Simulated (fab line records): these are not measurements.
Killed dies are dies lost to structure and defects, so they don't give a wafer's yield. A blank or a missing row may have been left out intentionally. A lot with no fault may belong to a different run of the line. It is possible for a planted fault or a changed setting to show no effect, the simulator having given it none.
Which of the tools did it? ; flow nand-harc ; 24 lots with 72 wafers sampled at 6 steps, on a route of 1302 steps

== WHAT EACH GAUGE READ, for each wafer ==
NHARC_A_STAIRCASE_INSPECT_155. Usual: raw-defect-count at 401, with a standard deviation of 120.
lot;measured;on;raw-defect-count;flag
L074;day 19 08:35;defect-inspect-02;528 407 465;
L075;day 19 08:50;defect-inspect-02;264 505 435;
L076;day 19 23:29;defect-inspect-02;265 435 436;
L077;day 20 08:47;defect-inspect-01;345 373 456;
L078;day 20 09:01;defect-inspect-01;387 490 515;
L080;day 20 20:47;defect-inspect-01;407 549 601;
L079;day 20 21:05;defect-inspect-01;259 249 280;
L081;day 21 16:08;defect-inspect-01;373 422 582;
L082;day 22 22:38;defect-inspect-01;429 577 484;
L083;day 23 00:22;defect-inspect-02;376 355 443;
L084;day 23 10:05;defect-inspect-02;339 305 349;
L085;day 23 19:29;defect-inspect-02;261 363 355;
L086;day 23 18:28;defect-inspect-02;431 483 308;
L087;day 25 00:32;defect-inspect-01;348 367 321;
L088;day 24 23:40;defect-inspect-02;302 262 355;
L090;day 26 10:04;defect-inspect-02;647 553 710;
L089;day 26 12:55;defect-inspect-02;534 470 822;
L091;day 26 18:38;defect-inspect-01;265 197 315;
L093;day 27 02:11;defect-inspect-01;597 466 452;
L092;day 27 03:34;defect-inspect-01;247 238 252;
L094;day 27 02:22;defect-inspect-02;339 223 355;
L096;day 28 08:08;defect-inspect-01;394 287 227;
L097;day 28 08:04;defect-inspect-02;359 287 362;
L095;day 28 12:24;defect-inspect-02;228 363 259;

== TOOL THAT RAN EACH LOT (tool first, then ch and the chambers of the sampled wafers, then the start) ==
lot;NHARC_A_STAIRCASE_STRIP_274;NHARC_A_STAIRCASE_DESCUM_291;NHARC_A_STAIRCASE_ETCH_453;NHARC_A_STAIRCASE_STRIP_446;NHARC_A_STAIRCASE_CMP_472
L074;rie-diel-03 ch 0,1,2, day 16 16:06 or earlier;rie-diel-03 ch 0,3, day 16 16:06;rie-diel-13 ch 0,1,3, day 19 05:58 or earlier;plasma-asher-01 ch 0,1, day 19 05:58;cmp-04 ch 1,3, day 19 08:17
L075;rie-diel-12 ch 0,1,2, day 17 03:35 or earlier;rie-diel-03 ch 0,1,2, day 17 03:35;rie-diel-12 ch 0,2, day 17 13:50;plasma-asher-01 ch 0,1, day 19 06:14;cmp-03 ch 0,1,2, day 19 08:29
L076;rie-diel-03 ch 0,2,3, day 17 05:06 or earlier;rie-diel-13 ch 1,2,3, day 17 05:06;rie-diel-03 ch 0,1, day 19 20:59 or earlier;plasma-asher-02 ch 0,1, day 19 20:59;cmp-03 ch 2,3, day 19 23:08
L077;rie-diel-13 ch 0,2,3, day 17 22:14 or earlier;rie-diel-12 ch 0,2, day 17 22:14;rie-diel-12 ch 0,1,2, day 20 06:02 or earlier;plasma-asher-01 ch 0,1, day 20 06:02;cmp-03 ch 1,2,3, day 20 08:26
L078;rie-diel-12 ch 0,2, day 17 21:40;rie-diel-13 ch 0,1, day 18 02:50;rie-diel-12 ch 1,2,3, day 20 06:14 or earlier;plasma-asher-02 ch 0,1, day 20 06:14;cmp-04 ch 0,1,3, day 20 08:45
L080;rie-diel-13 ch 0,2,3, day 18 12:24 or earlier;rie-diel-13 ch 2,3, day 18 12:24;rie-diel-12 ch 0,1,3, day 20 18:14 or earlier;plasma-asher-02 ch 0,1, day 20 18:14;cmp-02 ch 0,1,2, day 20 20:28
L079;rie-diel-03 ch 0,1,2, day 18 13:55 or earlier;rie-diel-12 ch 0,1,2, day 18 13:55;rie-diel-03 ch 0,1,3, day 20 18:31 or earlier;plasma-asher-02 ch 0,1, day 20 18:31;cmp-03 ch 1,2,3, day 20 20:44
L081;rie-diel-03 ch 1,2,3, day 19 06:58 or earlier;rie-diel-03 ch 0,2,3, day 19 06:58;rie-diel-13 ch 2,3, day 21 13:22 or earlier;plasma-asher-01 ch 0,1, day 21 13:22;cmp-03 ch 1,2, day 21 15:50
L082;rie-diel-12 ch 1,2, day 20 08:06 or earlier;rie-diel-13 ch 0,2,3, day 20 08:06;rie-diel-13 ch 1,2,3, day 22 20:04 or earlier;plasma-asher-02 ch 0,1, day 22 20:04;cmp-02 ch 1,3, day 22 22:18
L083;rie-diel-12 ch 0,1,3, day 20 09:01 or earlier;rie-diel-12 ch 1,2, day 20 09:01;rie-diel-03 ch 0,1,2, day 22 21:50 or earlier;plasma-asher-02 ch 0,1, day 22 21:50;cmp-03 ch 1,3, day 23 00:01
L084;rie-diel-13 ch 0,1,2, day 21 00:17 or earlier;rie-diel-13 ch 0,2,3, day 21 00:17;rie-diel-03 ch 0,1,3, day 23 07:32 or earlier;plasma-asher-01 ch 0,1, day 23 07:32;cmp-04 ch 1,2,3, day 23 09:49
L085;rie-diel-03 ch 0,2,3, day 21 05:17 or earlier;rie-diel-12 ch 0,2,3, day 21 05:17;rie-diel-12 ch 0,1,2, day 23 16:47 or earlier;plasma-asher-02 ch 0,1, day 23 16:47;cmp-03 ch 1,3, day 23 19:10
L086;rie-diel-13 ch 0,1,2, day 21 10:42 or earlier;rie-diel-12 ch 0,1,2, day 21 10:42;rie-diel-12 ch 0,1,2, day 23 15:55 or earlier;plasma-asher-01 ch 0,1, day 23 15:55;cmp-04 ch 1,2,3, day 23 18:08
L087;rie-diel-12 ch 2,3, day 22 11:26 or earlier;rie-diel-13 ch 0,2, day 22 11:26;rie-diel-03 ch 1,3, day 24 21:58 or earlier;plasma-asher-01 ch 0,1, day 24 21:58;cmp-02 ch 1,2,3, day 25 00:14
L088;rie-diel-03 ch 0,1,3, day 22 13:10 or earlier;rie-diel-03 ch 1,2,3, day 22 13:10;rie-diel-03 ch 1,2,3, day 24 21:05 or earlier;plasma-asher-02 ch 0,1, day 24 21:05;cmp-03 ch 0,2,3, day 24 23:19
L090;rie-diel-03 ch 1,3, day 23 20:19 or earlier;rie-diel-03 ch 0,2, day 23 20:19;rie-diel-13 ch 1,3, day 26 07:29 or earlier;plasma-asher-01 ch 0,1, day 26 07:29;cmp-04 ch 0,1,2, day 26 09:44
L089;rie-diel-03 ch 1,2, day 23 21:25 or earlier;rie-diel-12 ch 0,1,2, day 23 21:25;rie-diel-12 ch 1,2, day 26 10:18 or earlier;plasma-asher-01 ch 0,1, day 26 10:18;cmp-02 ch 1,2, day 26 12:34
L091;rie-diel-12 ch 2,3, day 24 00:31 or earlier;rie-diel-12 ch 0,1,3, day 24 00:31;rie-diel-12 ch 0,1,3, day 26 16:11 or earlier;plasma-asher-01 ch 0,1, day 26 16:11;cmp-02 ch 0,1,2, day 26 18:22
L093;rie-diel-13 ch 0,3, day 24 15:22 or earlier;rie-diel-13 ch 0,1, day 24 15:22;rie-diel-03 ch 0,2, day 26 23:22 or earlier;plasma-asher-01 ch 0,1, day 26 23:22;cmp-04 ch 0,1, day 27 01:51
L092;rie-diel-12 ch 0,1,2, day 24 19:10 or earlier;rie-diel-13 ch 1,2,3, day 24 19:10;rie-diel-13 ch 2,3, day 27 00:34 or earlier;plasma-asher-02 ch 0,1, day 27 00:34;cmp-03 ch 1,2,3, day 27 03:14
L094;rie-diel-13 ch 0,2, day 24 23:23 or earlier;rie-diel-12 ch 0,2, day 24 23:23;rie-diel-12 ch 1,2, day 26 23:40 or earlier;plasma-asher-02 ch 0,1, day 26 23:40;cmp-03 ch 0,1, day 27 02:01
L096;rie-diel-03 ch 0,2, day 25 20:50 or earlier;rie-diel-12 ch 1,2,3, day 25 20:50;rie-diel-12 ch 0,1,3, day 28 05:35 or earlier;plasma-asher-01 ch 0,1, day 28 05:35;cmp-04 ch 1,2,3, day 28 07:50
L097;rie-diel-12 ch 1,2,3, day 26 00:03 or earlier;rie-diel-13 ch 0,2,3, day 26 00:03;rie-diel-13 ch 0,1,2, day 28 05:24 or earlier;plasma-asher-02 ch 0,1, day 28 05:24;cmp-02 ch 0,2,3, day 28 07:43
L095;rie-diel-13 ch 0,1, day 26 01:49 or earlier;rie-diel-03 ch 1,2, day 26 01:49;rie-diel-12 ch 0,1,2, day 28 09:52 or earlier;plasma-asher-01 ch 0, day 28 09:52;cmp-03 ch 0,1,2, day 28 12:05
- NHARC_A_STAIRCASE_STRIP_274: strips in O2.
- NHARC_A_STAIRCASE_DESCUM_291: chemistry O2, time 3 s.
- NHARC_A_STAIRCASE_ETCH_453: etches the open film in CF4/O2, target depth 30 nm, overetch 3 nm, time 16.5 s.
- NHARC_A_STAIRCASE_STRIP_446: strips in O2.
- NHARC_A_STAIRCASE_CMP_472: polishes SiO2.

== AS READ BY THE TOOLS THEMSELVES (means over the sampled wafers that have a number; for cases with no such wafer, the mark the record gives instead) ==
NHARC_A_STAIRCASE_STRIP_274. Usual: drypump-motor-current-A 6.0 A, standard deviation 0.32; oes-product-au 1.002 a.u., standard deviation 0.013; rf-vpp-V 57.8 V, standard deviation 0.88; showerhead-plenum-p-Torr 3.53 Torr, standard deviation 0.16; throttle-valve-pct 17.038 %, standard deviation 0.0084.
lot;tool;drypump-motor-current-A (A);oes-product-au (a.u.);rf-vpp-V (V);showerhead-plenum-p-Torr (Torr);throttle-valve-pct (%);flag
L074;rie-diel-03;6.1;1.011;57.4;3.37;17.044;
L075;rie-diel-12;5.7;1.009;58.2;3.47;17.039;
L076;rie-diel-03;6.0;1.008;58.7;3.52;17.040;
L077;rie-diel-13;6.1;1.007;58.0;3.48;17.039;
L078;rie-diel-12;5.8;1.003;57.3;3.56;17.040;
L080;rie-diel-13;6.2;1.001;57.4;3.47;17.043;
L079;rie-diel-03;6.1;1.002;57.1;3.36;17.037;
L081;rie-diel-03;6.0;0.990;58.1;3.45;17.035;
L082;rie-diel-12;5.6;0.992;57.8;3.38;17.047;
L083;rie-diel-12;5.8;0.994;58.3;3.51;17.035;
L084;rie-diel-13;6.4;0.993;58.7;3.63;17.032;
L085;rie-diel-03;6.0;0.994;57.3;3.50;17.034;
L086;rie-diel-13;6.4;0.997;57.8;3.63;17.034;
L087;rie-diel-12;5.6;0.999;57.5;3.51;17.037;
L088;rie-diel-03;6.1;1.008;57.5;3.64;17.042;
L090;rie-diel-03;6.1;0.994;58.7;3.76;17.032;
L089;rie-diel-03;6.1;0.998;58.3;3.64;17.034;
L091;rie-diel-12;5.6;1.008;57.7;3.50;17.040;
L093;rie-diel-13;5.8;1.001;58.2;3.73;17.044;
L092;rie-diel-12;5.7;0.986;58.0;3.45;17.030;
L094;rie-diel-13;6.4;1.021;57.6;3.55;17.039;
L096;rie-diel-03;6.1;0.998;57.0;3.36;17.037;
L097;rie-diel-12;5.6;0.993;57.8;3.43;17.040;
L095;rie-diel-13;6.3;1.010;57.9;3.64;17.035;

NHARC_A_STAIRCASE_DESCUM_291. Usual: drypump-motor-current-A 6.0 A, standard deviation 0.35; oes-product-au 1.001 a.u., standard deviation 0.012; rf-vpp-V 57.7 V, standard deviation 0.89; showerhead-plenum-p-Torr 1.91 Torr, standard deviation 0.091; throttle-valve-pct 11.311 %, standard deviation 0.0084.
lot;tool;drypump-motor-current-A (A);oes-product-au (a.u.);rf-vpp-V (V);showerhead-plenum-p-Torr (Torr);throttle-valve-pct (%);flag
L074;rie-diel-03;6.0;1.011;57.7;1.97;11.311;
L075;rie-diel-03;6.1;1.005;57.9;1.82;11.316;
L076;rie-diel-13;6.1;1.003;57.6;1.92;11.312;
L077;rie-diel-12;5.6;1.014;57.2;1.90;11.318;
L078;rie-diel-13;6.4;0.985;57.9;2.03;11.308;
L080;rie-diel-13;5.9;1.007;57.1;1.82;11.313;
L079;rie-diel-12;5.7;1.009;58.3;1.88;11.313;
L081;rie-diel-03;6.0;1.007;57.6;1.90;11.320;
L082;rie-diel-13;6.1;1.003;57.6;1.88;11.314;
L083;rie-diel-12;5.5;0.994;57.1;1.84;11.304;
L084;rie-diel-13;6.1;1.003;58.5;1.87;11.318;
L085;rie-diel-12;5.7;0.993;57.6;1.91;11.310;
L086;rie-diel-12;5.7;0.995;57.6;1.87;11.316;
L087;rie-diel-13;6.4;1.007;57.1;1.91;11.304;
L088;rie-diel-03;6.0;0.986;57.8;1.97;11.314;
L090;rie-diel-03;6.1;1.013;56.3;1.84;11.310;
L089;rie-diel-12;5.7;0.991;57.8;1.87;11.315;
L091;rie-diel-12;5.8;0.998;57.9;1.90;11.314;
L093;rie-diel-13;6.4;1.005;58.4;2.02;11.307;
L092;rie-diel-13;6.2;1.003;57.9;2.01;11.306;
L094;rie-diel-12;5.8;1.001;57.2;1.91;11.314;
L096;rie-diel-12;5.6;0.988;56.8;1.85;11.315;
L097;rie-diel-13;6.1;1.007;57.4;1.96;11.310;
L095;rie-diel-03;6.1;0.998;58.2;1.89;11.311;

NHARC_A_STAIRCASE_ETCH_453. Usual: drypump-motor-current-A 5.9 A, standard deviation 0.33; oes_o_777_au 1.000 a.u., standard deviation 0.0048; oes-product-au 1.000 a.u., standard deviation 0.013; rf-vpp-V 197.8 V, standard deviation 1.4; showerhead-plenum-p-Torr 1.33 Torr, standard deviation 0.062; throttle-valve-pct 13.399 %, standard deviation 0.0091.
lot;tool;drypump-motor-current-A (A);oes_o_777_au (a.u.);oes-product-au (a.u.);rf-vpp-V (V);showerhead-plenum-p-Torr (Torr);throttle-valve-pct (%);flag
L074;rie-diel-13;6.1;0.998;0.993;197.3;1.35;13.399;
L075;rie-diel-12;5.8;1.004;1.000;197.9;1.35;13.391;
L076;rie-diel-03;6.1;0.999;1.009;195.9;1.28;13.399;
L077;rie-diel-12;5.7;1.002;1.002;196.8;1.31;13.404;
L078;rie-diel-12;5.6;0.999;1.019;197.6;1.30;13.403;
L080;rie-diel-12;5.8;0.996;1.007;197.2;1.33;13.403;
L079;rie-diel-03;6.1;0.996;1.008;198.1;1.31;13.395;
L081;rie-diel-13;6.2;0.994;1.007;197.2;1.30;13.396;
L082;rie-diel-13;6.2;1.006;0.995;197.9;1.33;13.405;
L083;rie-diel-03;6.1;1.000;1.007;198.3;1.34;13.395;
L084;rie-diel-03;6.1;1.001;0.997;198.8;1.38;13.392;
L085;rie-diel-12;5.7;1.002;0.997;197.3;1.31;13.396;
L086;rie-diel-12;5.7;1.003;1.003;197.3;1.31;13.400;
L087;rie-diel-03;6.0;0.997;0.997;199.2;1.41;13.393;
L088;rie-diel-03;6.0;1.000;0.997;199.3;1.37;13.401;
L090;rie-diel-13;5.9;1.001;0.994;199.8;1.44;13.398;
L089;rie-diel-12;5.6;0.999;0.988;197.0;1.27;13.394;
L091;rie-diel-12;5.8;1.004;1.003;197.7;1.32;13.392;
L093;rie-diel-03;6.0;0.997;1.004;196.4;1.27;13.407;
L092;rie-diel-13;5.9;1.000;0.992;198.8;1.40;13.405;
L094;rie-diel-12;5.6;0.997;0.984;196.4;1.27;13.396;
L096;rie-diel-12;5.8;0.998;0.995;197.3;1.32;13.397;
L097;rie-diel-13;6.4;0.999;1.006;198.5;1.36;13.397;
L095;rie-diel-12;5.7;1.000;0.982;197.3;1.30;13.396;

NHARC_A_STAIRCASE_STRIP_446. Usual: drypump-motor-current-A 5.7 A, standard deviation 0.49; heater-power-w 348 W, standard deviation 52.
lot;tool;drypump-motor-current-A (A);heater-power-w (W);flag
L074;plasma-asher-01;6.0;317;
L075;plasma-asher-01;6.0;318;
L076;plasma-asher-02;5.4;352;
L077;plasma-asher-01;5.7;362;
L078;plasma-asher-02;5.7;361;
L080;plasma-asher-02;5.7;356;
L079;plasma-asher-02;5.7;352;
L081;plasma-asher-01;5.7;361;
L082;plasma-asher-02;5.7;356;
L083;plasma-asher-02;5.7;355;
L084;plasma-asher-01;5.7;362;
L085;plasma-asher-02;5.7;360;
L086;plasma-asher-01;6.0;318;
L087;plasma-asher-01;6.0;322;
L088;plasma-asher-02;5.7;360;
L090;plasma-asher-01;6.0;326;
L089;plasma-asher-01;5.6;366;
L091;plasma-asher-01;5.7;373;
L093;plasma-asher-01;5.7;365;
L092;plasma-asher-02;5.4;348;
L094;plasma-asher-02;5.3;347;
L096;plasma-asher-01;5.7;365;
L097;plasma-asher-02;5.3;344;
L095;plasma-asher-01;6.3;277;

NHARC_A_STAIRCASE_CMP_472. Usual: motor-current-A 12.0 A, standard deviation 1.1; slurry-filter-dp-kPa 13.51 kPa, standard deviation 0.13.
lot;tool;motor-current-A (A);slurry-filter-dp-kPa (kPa);flag
L074;cmp-04;13.6;13.49;
L075;cmp-03;11.5;13.57;
L076;cmp-03;11.8;13.45;
L077;cmp-03;11.7;13.50;
L078;cmp-04;12.7;13.44;
L080;cmp-02;12.5;13.49;
L079;cmp-03;11.9;13.43;
L081;cmp-03;11.7;13.55;
L082;cmp-02;13.3;13.45;
L083;cmp-03;12.1;13.54;
L084;cmp-04;12.1;13.43;
L085;cmp-03;12.3;13.57;
L086;cmp-04;12.3;13.45;
L087;cmp-02;12.5;13.56;
L088;cmp-03;11.3;13.46;
L090;cmp-04;11.2;13.46;
L089;cmp-02;12.9;13.54;
L091;cmp-02;12.3;13.49;
L093;cmp-04;11.5;13.61;
L092;cmp-03;11.9;13.53;
L094;cmp-03;11.4;13.51;
L096;cmp-04;12.3;13.53;
L097;cmp-02;11.6;13.38;
L095;cmp-03;11.8;13.46;

== THE ANSWER, worked out from the rows above alone ==
Rule: a lot is off if the mean of its wafers that have a number lies more than 3 standard deviations from the usual mean. Also off: a lot with no number at a reading for which 4 or more lots have one. All remaining lots with rows at the step are treated as sound. First the gauges in route order, then the tools' own readings, where a lot's mean is used as printed above. At the first step where some lot is off, the reading lying furthest off is the one used; lots without a number count as furthest.
No lot is off at any reading shown: from this, nothing can be told.

== WHAT THE SIMULATOR HAD INSERTED ==
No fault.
